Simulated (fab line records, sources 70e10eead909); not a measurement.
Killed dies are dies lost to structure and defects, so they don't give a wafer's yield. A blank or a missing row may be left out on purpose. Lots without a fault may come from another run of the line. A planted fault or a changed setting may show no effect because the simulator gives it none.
A struck lot beside a sound one | flow nand_harc | 14 steps out of a route of 1159
Sound: wafers L601.1, L601.4, L601.6. Struck: wafer L609.6. (L609.1 of the same lot was not struck and is left out.) The cause comes at the end.
At each step with rows: each side's tool, then ch and its chambers, then its first start. Under that, the readings that differ: sound wafers | struck wafers | difference of the means | sigmas: that difference in standard deviations of wafers without a fault.
alike: readings whose means differ by less than 2 such deviations, and words and numbers that are the same on both sides. not compared: withheld readings, readings that some wafer has no value for, bounds like >300 that may hide the same value, and numbers for which the record gives no deviation and whose values overlap.
The two part at a step that has a row with sigmas, a row that says differs or no value, or rows on one side only. Numbers that don't overlap but have no deviation are shown without sigmas and don't part them. A reading that every wafer of one side lacks parts them only if that side has two wafers or more.

first, 2 steps without rows for these wafers: NHARC_A_SOURCE_PLATE_SRD_01; NHARC_A_SOURCE_PLATE_OXIDE_02 (material SiO2, target thk 10 nm, ox time 1362 s).
NHARC_A_SOURCE_PLATE_THK_MEAS_09: measures by ellipsometry.
  sound on film_metro-02, day 7 07:40; struck on film_metro-01, day 9 12:29
  alike: thk_nm
then, 3 steps without rows for these wafers: NHARC_A_SOURCE_PLATE_PVD_04 (deposits WSi2, target thk 50 nm); NHARC_A_SOURCE_PLATE_CVD_03 (deposits poly-Si, target thk 200 nm, time 4000 s); NHARC_A_SOURCE_PLATE_ANNEAL_05 (time 1800 s).
NHARC_A_SOURCE_PLATE_THK_MEAS_06: measures by ellipsometry.
  sound on film_metro-02, day 7 20:49; struck on film_metro-02, day 10 02:09
  alike: thk_nm
NHARC_A_SOURCE_PLATE_INSPECT_08:
  sound on defect_inspect-02, day 7 20:53; struck on defect_inspect-02, day 10 02:14
  alike: raw_defect_count
then, 1 step without rows for these wafers: NHARC_A_ONON_D1_DEP_00 (target thk 1000 nm).
NHARC_A_ONON_D1_THK_MEAS_02: measures by ellipsometry.
  sound on film_metro-01, day 7 21:28; struck on film_metro-02, day 10 02:48
  alike: thk_nm
NHARC_A_ONON_D1_DEP_03: target thk 1000 nm.
  sound on pecvd_onon-02 ch 0, day 7 21:31; struck on pecvd_onon-03 ch 0, day 10 02:52
NHARC_A_ONON_D1_THK_MEAS_05: measures by ellipsometry.
  sound on film_metro-02, day 7 22:02; struck on film_metro-02, day 10 03:22
  reading     | sound          | struck | difference | sigmas
  thk_nm (nm) | 1006 1007 1006 | 360    | -646       | -83
then, 1 step without rows for these wafers: NHARC_A_ONON_D1_DEP_06 (target thk 1000 nm).
-- the record jumps here: 12 days lie between the struck wafers' starts before and after (it left off in module A_ONON_D1 and takes up again in module END, whose first step shown is number 1159 of the route) --
NHARC_END_SORT_01:
  the record has rows for the struck wafers here (prober-02 ch 0, day 21 23:02) and none for the sound ones

WHERE THEY PART
First at NHARC_A_ONON_D1_THK_MEAS_05; last, within this record, at NHARC_END_SORT_01.

WHY: what the simulator had put in
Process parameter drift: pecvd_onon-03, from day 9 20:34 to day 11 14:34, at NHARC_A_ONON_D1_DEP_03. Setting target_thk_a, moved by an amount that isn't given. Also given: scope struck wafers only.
